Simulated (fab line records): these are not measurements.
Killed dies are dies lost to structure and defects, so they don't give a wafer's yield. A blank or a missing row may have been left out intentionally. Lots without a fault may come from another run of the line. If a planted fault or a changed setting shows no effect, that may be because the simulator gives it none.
Matching of chambers    flow n5-finfet    N5_BEOL_M1_STRIP_36 on rie-diel-02: 4 sister chambers
The step strips in N2/H2. 7 wafers are shown with their chamber, then 7 later ones without.

== WAFERS, EACH WITH ITS CHAMBER ==
wafer   chamber  throttle-valve-pct (%)  drypump-motor-current-A (A)
L074.1  2        23.72                   6.4
L075.1  3        23.65                   4.9
L077.1  0        24.23                   5.3
L079.2  3        23.65                   5.0
L079.6  1        23.82                   5.8
L085.2  0        24.23                   5.3
L085.4  1        23.86                   5.7

== WAFERS WHOSE CHAMBER IS MISSING ==
wafer   throttle-valve-pct (%)  drypump-motor-current-A (A)
L085.5  23.58                   6.4
L089.1  23.66                   5.0
L089.5  23.85                   5.8
L089.6  24.24                   5.3
L090.1  24.27                   5.3
L090.2  23.57                   6.4
L090.5  23.57                   6.3

== EACH ONE'S CHAMBER ==
wafer   from the rows above  in truth
L085.5  2                    2
L089.1  3                    3
L089.5  1                    1
L089.6  0                    0
L090.1  0                    0
L090.2  2                    2
L090.5  2                    2
Correct placement for 7 of the 7. Can't be placed from these rows: 0. Number placed wrongly: 0.
How it was worked out, from the rows above alone: a wafer's distance from a chamber is the root of the sum, over the readings, of the square of ((its reading less the chamber's mean) divided by the reading's scatter). If the next closest chamber is less than 2 further off than the closest, the wafer can't be placed; otherwise it belongs to the closest. The mean given for a chamber averages the wafers shown for that chamber. The scatter: the root of (the sum of the squares of (reading less its chamber's mean) over the shown wafers, divided by (wafers less chambers)).
